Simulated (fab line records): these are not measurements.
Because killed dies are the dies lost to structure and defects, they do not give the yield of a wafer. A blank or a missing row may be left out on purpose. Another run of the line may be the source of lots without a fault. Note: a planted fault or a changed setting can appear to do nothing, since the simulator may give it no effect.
2 desks looking at one fault -- flow nandHarc -- what lay behind the numbers comes last; until then each desk has only its own

## TOOL OWNER'S DESK, rieDiel-06
The tool's own readings at NHARC_A_CHANNEL_FILL_D2_ETCHBACK_20 (etches the open film in C4F8/O2/Ar, target depth 27 nm, time 13.5 s): means of the sampled wafers that have a number, for each lot that ran on this tool. If a lot's mean is further than 4 standard deviations from the usual mean, the lot is out of limits and carries the mark OUT (the distance appears in the brackets).
Columns: A = oesProductAu at NHARC_A_CHANNEL_FILL_D2_ETCHBACK_20, usual 0.987 a.u.; B = rfVppV at NHARC_A_CHANNEL_FILL_D2_ETCHBACK_20, usual 979 V
lot,first seen here,A,B
L553,day 16 19:11,0.980,980
L557,day 18 17:18,0.990,982
L558,day 18 17:23,0.980,981
L563,day 20 16:04,0.996,982
Result from this desk: across the 4 lots, nothing is out of limits.

## THE DEFECT DESK
What the inspections along the route counted, lot by lot: means of the sampled wafers that have a number. If a lot's mean is further than 4 standard deviations from the usual mean, the lot is out of limits and carries the mark OUT (the distance appears in the brackets).
Columns: A = rawDefectCount at NHARC_A_CHANNEL_HOLE_D2_INSPECT_40, usual 290
lot,first seen here,A
L549,day 13 18:23,285
L553,day 15 18:02,393
L557,day 17 15:45,241
L558,day 17 17:13,311
L563,day 19 16:03,255
L570,day 22 13:29,321
L571,day 23 08:34,369
Result from this desk: across the 7 lots, nothing is out of limits.

## PUT TOGETHER
The tool owner's desk saw nothing out of limits.
Nothing out of limits was seen by the defect desk.

## WHAT HAD BEEN PUT IN BY THE SIMULATOR
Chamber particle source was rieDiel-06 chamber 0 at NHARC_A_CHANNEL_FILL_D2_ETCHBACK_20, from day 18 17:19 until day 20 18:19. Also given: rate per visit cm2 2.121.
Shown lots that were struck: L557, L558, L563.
